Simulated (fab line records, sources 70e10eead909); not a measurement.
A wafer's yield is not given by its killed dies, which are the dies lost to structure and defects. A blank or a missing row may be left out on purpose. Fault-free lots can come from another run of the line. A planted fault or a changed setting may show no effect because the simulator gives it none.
Chamber matching :: flow nand-harc :: NHARC_A_WL_FILL_ALD_02 on ald-metal-01 has 4 sister chambers
The step deposits TiN, target thk 2 nm, pulse time 3 s, ald cycles 100. 8 wafers are shown with their chamber, then 7 later ones without.

WAFERS WITH THEIR CHAMBER
wafer: L078.4
chamber: 0
heater-power-w (W): 942
precursor-pulse-height-rel: 1.004

wafer: L078.6
chamber: 3
heater-power-w (W): 1006
precursor-pulse-height-rel: 0.998

wafer: L083.5
chamber: 0
heater-power-w (W): 923
precursor-pulse-height-rel: 0.996

wafer: L082.1
chamber: 2
heater-power-w (W): 1093
precursor-pulse-height-rel: 1.007

wafer: L082.5
chamber: 1
heater-power-w (W): 1065
precursor-pulse-height-rel: 0.993

wafer: L082.6
chamber: 2
heater-power-w (W): 1081
precursor-pulse-height-rel: 1.007

wafer: L084.1
chamber: 1
heater-power-w (W): 1061
precursor-pulse-height-rel: 0.992

wafer: L084.4
chamber: 3
heater-power-w (W): 1029
precursor-pulse-height-rel: 0.975

WAFERS WITH NO CHAMBER GIVEN
wafer: L084.5
heater-power-w (W): 1044
precursor-pulse-height-rel: 0.977

wafer: L090.1
heater-power-w (W): 1029
precursor-pulse-height-rel: 1.034

wafer: L090.2
heater-power-w (W): 1068
precursor-pulse-height-rel: 0.978

wafer: L090.5
heater-power-w (W): 1063
precursor-pulse-height-rel: 1.003

wafer: L097.3
heater-power-w (W): 1075
precursor-pulse-height-rel: 0.982

wafer: L097.5
heater-power-w (W): 1183
precursor-pulse-height-rel: 0.996

wafer: L097.6
heater-power-w (W): 824
precursor-pulse-height-rel: 1.028

WHICH CHAMBER EACH ONE RAN IN
wafer: L084.5
from the rows above: can't be placed: 1 or 3
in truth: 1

wafer: L090.1
from the rows above: can't be placed: 3 or 1 or 2
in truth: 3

wafer: L090.2
from the rows above: 1
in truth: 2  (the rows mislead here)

wafer: L090.5
from the rows above: can't be placed: 1 or 2
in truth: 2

wafer: L097.3
from the rows above: can't be placed: 1 or 2
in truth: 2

wafer: L097.5
from the rows above: 2
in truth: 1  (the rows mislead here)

wafer: L097.6
from the rows above: 0
in truth: 0
Placed correctly: 1 of 7. Not placeable from these rows: 4 (in 4, the candidates include the true chamber). Wrongly placed: 2.
How it was worked out, from the rows above alone: a wafer's distance from a chamber is the root of the sum, over the readings, of the square of ((its reading less the chamber's mean) divided by the reading's scatter). If the next closest chamber is less than 2 further off than the closest, the wafer can't be placed; otherwise it belongs to the closest. Each chamber's mean is taken over the wafers shown for it. The scatter: the root of (the sum of the squares of (reading less its chamber's mean) over the shown wafers, divided by (wafers less chambers)).
